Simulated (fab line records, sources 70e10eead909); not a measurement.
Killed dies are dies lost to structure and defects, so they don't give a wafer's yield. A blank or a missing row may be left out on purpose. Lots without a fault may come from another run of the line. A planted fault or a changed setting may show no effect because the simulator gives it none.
Chamber matching | flow nand_harc | NHARC_A_SLIT_DEP_23 on pecvd-03: 3 sister chambers
The step deposits SiON, target thk 100 nm. 18 wafers are shown with their chamber, then 8 later ones without.

WAFERS WITH THEIR CHAMBER
wafer  | chamber | heater_power_w (W)
L200.1 | 1       | 639
L200.3 | 0       | 937
L200.6 | 2       | 572
L203.1 | 2       | 702
L203.5 | 2       | 684
L203.6 | 0       | 939
L202.1 | 0       | 947
L202.4 | 1       | 633
L202.5 | 2       | 595
L205.1 | 2       | 623
L205.4 | 1       | 656
L205.6 | 0       | 875
L208.1 | 2       | 677
L208.2 | 0       | 971
L208.4 | 0       | 1005
L209.1 | 0       | 997
L209.3 | 2       | 641
L209.6 | 2       | 688

SIGNATURES (means of the wafers above)
reading        | chamber 0 | chamber 1 | chamber 2 | scatter within a chamber
heater_power_w | 953.00    | 642.67    | 647.75    | 43
Rule: a wafer's distance from a chamber is the root of the sum, over the readings, of the square of ((its reading less the chamber's mean) divided by the reading's scatter). The wafer belongs to the nearest chamber; if the next one is less than 2 further off, it can't be placed. The scatter: the root of (the sum of the squares of (reading less its chamber's mean) over the shown wafers, divided by (wafers less chambers)).

WAFERS WITHOUT THEIR CHAMBER
wafer  | heater_power_w (W)
L212.4 | 644
L212.6 | 959
L214.1 | 629
L214.3 | 638
L214.5 | 1012
L223.1 | 670
L223.3 | 980
L223.6 | 979

WHICH CHAMBER EACH WENT THROUGH
wafer  | from the rows above     | in truth
L212.4 | can't be placed: 1 or 2 | 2
L212.6 | 0                       | 0
L214.1 | can't be placed: 1 or 2 | 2
L214.3 | can't be placed: 1 or 2 | 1
L214.5 | 0                       | 0
L223.1 | can't be placed: 2 or 1 | 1
L223.3 | 0                       | 0
L223.6 | 0                       | 0
Placed correctly: 4 of 8. Can't be placed from these rows: 4 (the true chamber is among the candidates in 4). Placed wrongly: 0.
